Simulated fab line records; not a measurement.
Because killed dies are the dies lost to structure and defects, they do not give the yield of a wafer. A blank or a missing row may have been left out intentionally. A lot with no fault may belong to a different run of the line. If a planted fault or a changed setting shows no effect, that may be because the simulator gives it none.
Chamber matching ; flow n5-finfet ; N5_BEOL_M5_PECVD_70 on pecvd-02 has 3 sister chambers
The step deposits SiO2 from TEOS/O2, target thk 16 nm, time 18 s. 6 wafers are shown with their chamber, then 7 later ones without.

== WAFERS PAIRED WITH THEIR CHAMBERS ==
wafer;chamber;throttle-valve-pct (%);showerhead-plenum-p-Torr (Torr)
L084.4;0;22.3;8.81
L086.4;2;21.0;8.77
L086.5;0;22.4;8.82
L086.6;1;22.8;8.84
L089.1;2;20.7;8.76
L089.2;1;22.7;8.84

== WAFERS WITHOUT THEIR CHAMBER ==
wafer;throttle-valve-pct (%);showerhead-plenum-p-Torr (Torr)
L089.3;22.0;8.82
L092.3;23.0;8.84
L092.4;20.8;8.78
L092.5;20.9;8.77
L093.1;20.8;8.78
L093.2;22.6;8.83
L093.5;21.0;8.78

== WHICH CHAMBER EACH ONE RAN IN ==
wafer;from the rows above;in truth
L089.3;0;0
L092.3;1;1
L092.4;2;2
L092.5;2;2
L093.1;2;2
L093.2;can't be placed: 1 or 0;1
L093.5;2;2
Correct placement for 6 of the 7. Can't be placed from these rows: 1 (the true chamber is among the candidates in 1). Wrongly placed: 0.
How it was worked out, from the rows above alone: a wafer's distance from a chamber is the root of the sum, over the readings, of the square of ((its reading less the chamber's mean) divided by the reading's scatter). The wafer belongs to the nearest chamber; if the next one is less than 2 further off, it can't be placed. For every chamber, the mean is computed from those of its wafers that are shown. The scatter: take each reading less its chamber's mean, square it, sum over the shown wafers, divide by the number of wafers less the number of chambers, and take the root.
